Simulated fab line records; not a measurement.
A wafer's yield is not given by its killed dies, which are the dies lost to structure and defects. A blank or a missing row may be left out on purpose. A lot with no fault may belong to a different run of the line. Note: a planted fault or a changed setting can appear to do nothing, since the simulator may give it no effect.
Matching of chambers / flow n5-finfet / ald-metal-03 running N5_BEOL_M0_ALD_136: 4 sister chambers
The step deposits TaN, pulse time 2 s, purge time 3 s, co reactant purge time 2 s. 16 wafers are shown with their chamber, then 8 later ones without.

## WAFERS, EACH WITH ITS CHAMBER
wafer=L074.1; chamber=2; heater-power-w (W)=455
wafer=L074.2; chamber=1; heater-power-w (W)=483
wafer=L074.6; chamber=0; heater-power-w (W)=427
wafer=L075.1; chamber=2; heater-power-w (W)=451
wafer=L075.4; chamber=1; heater-power-w (W)=475
wafer=L075.5; chamber=1; heater-power-w (W)=493
wafer=L079.2; chamber=1; heater-power-w (W)=500
wafer=L079.4; chamber=2; heater-power-w (W)=457
wafer=L079.5; chamber=3; heater-power-w (W)=382
wafer=L080.3; chamber=2; heater-power-w (W)=457
wafer=L080.5; chamber=3; heater-power-w (W)=385
wafer=L080.6; chamber=2; heater-power-w (W)=448
wafer=L081.1; chamber=3; heater-power-w (W)=381
wafer=L081.3; chamber=2; heater-power-w (W)=465
wafer=L081.5; chamber=3; heater-power-w (W)=386
wafer=L084.2; chamber=3; heater-power-w (W)=389

SIGNATURES (means of the wafers above)
reading=heater-power-w; chamber 0=427.00; chamber 1=487.75; chamber 2=455.50; chamber 3=384.60; scatter within a chamber=6.92
Rule: distance of a wafer from a chamber = root of the sum over the readings of ((wafer's reading minus chamber's mean) / reading's scatter) squared. If the next closest chamber is less than 2 further off than the closest, the wafer can't be placed; otherwise it belongs to the closest. The scatter: the root of (the sum of the squares of (reading less its chamber's mean) over the shown wafers, divided by (wafers less chambers)).

## WAFERS MISSING THEIR CHAMBER
wafer=L084.3; heater-power-w (W)=454
wafer=L084.6; heater-power-w (W)=382
wafer=L090.3; heater-power-w (W)=387
wafer=L090.5; heater-power-w (W)=454
wafer=L090.6; heater-power-w (W)=383
wafer=L095.3; heater-power-w (W)=429
wafer=L095.4; heater-power-w (W)=495
wafer=L095.5; heater-power-w (W)=387

## EACH ONE'S CHAMBER
wafer=L084.3; from the rows above=2; in truth=2
wafer=L084.6; from the rows above=3; in truth=3
wafer=L090.3; from the rows above=3; in truth=3
wafer=L090.5; from the rows above=2; in truth=2
wafer=L090.6; from the rows above=3; in truth=3
wafer=L095.3; from the rows above=0; in truth=0
wafer=L095.4; from the rows above=1; in truth=1
wafer=L095.5; from the rows above=3; in truth=3
Correctly placed: 8 of 8. From these rows, 0 cannot be placed. Number placed wrongly: 0.
